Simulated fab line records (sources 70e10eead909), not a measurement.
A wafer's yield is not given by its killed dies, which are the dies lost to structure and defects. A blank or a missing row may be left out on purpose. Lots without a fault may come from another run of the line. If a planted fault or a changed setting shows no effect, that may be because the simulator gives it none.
Chamber matching / flow nand harc / NHARC_P_M2_PRE_CLEAN_32 on pecvd-01: 3 sister chambers
The step time 12 s. 6 wafers are shown with their chamber, then 10 later ones without.

== EACH WAFER AND ITS CHAMBER ==
wafer=L080.6; chamber=2; heater power w (W)=511
wafer=L081.1; chamber=2; heater power w (W)=575
wafer=L081.2; chamber=1; heater power w (W)=719
wafer=L084.2; chamber=1; heater power w (W)=725
wafer=L085.1; chamber=0; heater power w (W)=518
wafer=L085.4; chamber=0; heater power w (W)=514

== WAFERS WHOSE CHAMBER IS MISSING ==
wafer=L085.6; heater power w (W)=516
wafer=L086.1; heater power w (W)=508
wafer=L086.2; heater power w (W)=673
wafer=L086.6; heater power w (W)=670
wafer=L088.1; heater power w (W)=664
wafer=L088.2; heater power w (W)=531
wafer=L088.4; heater power w (W)=533
wafer=L097.2; heater power w (W)=509
wafer=L097.3; heater power w (W)=539
wafer=L097.6; heater power w (W)=513

== WHICH CHAMBER EACH WENT THROUGH ==
wafer=L085.6; from the rows above=can't be placed: 0 or 2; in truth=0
wafer=L086.1; from the rows above=can't be placed: 0 or 2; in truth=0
wafer=L086.2; from the rows above=1; in truth=1
wafer=L086.6; from the rows above=1; in truth=1
wafer=L088.1; from the rows above=1; in truth=1
wafer=L088.2; from the rows above=can't be placed: 2 or 0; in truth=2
wafer=L088.4; from the rows above=can't be placed: 2 or 0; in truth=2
wafer=L097.2; from the rows above=can't be placed: 0 or 2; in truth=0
wafer=L097.3; from the rows above=can't be placed: 2 or 0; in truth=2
wafer=L097.6; from the rows above=can't be placed: 0 or 2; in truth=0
Correctly placed: 3 of 10. Not placeable from these rows: 7 (in 7, the candidates include the true chamber). 0 placed wrongly.
How it was worked out, from the rows above alone: a wafer's distance from a chamber is the root of the sum, over the readings, of the square of ((its reading less the chamber's mean) divided by the reading's scatter). The wafer belongs to the nearest chamber; if the next one is less than 2 further off, it can't be placed. Each chamber's mean is taken over the wafers shown for it. The scatter: take each reading less its chamber's mean, square it, sum over the shown wafers, divide by the number of wafers less the number of chambers, and take the root.
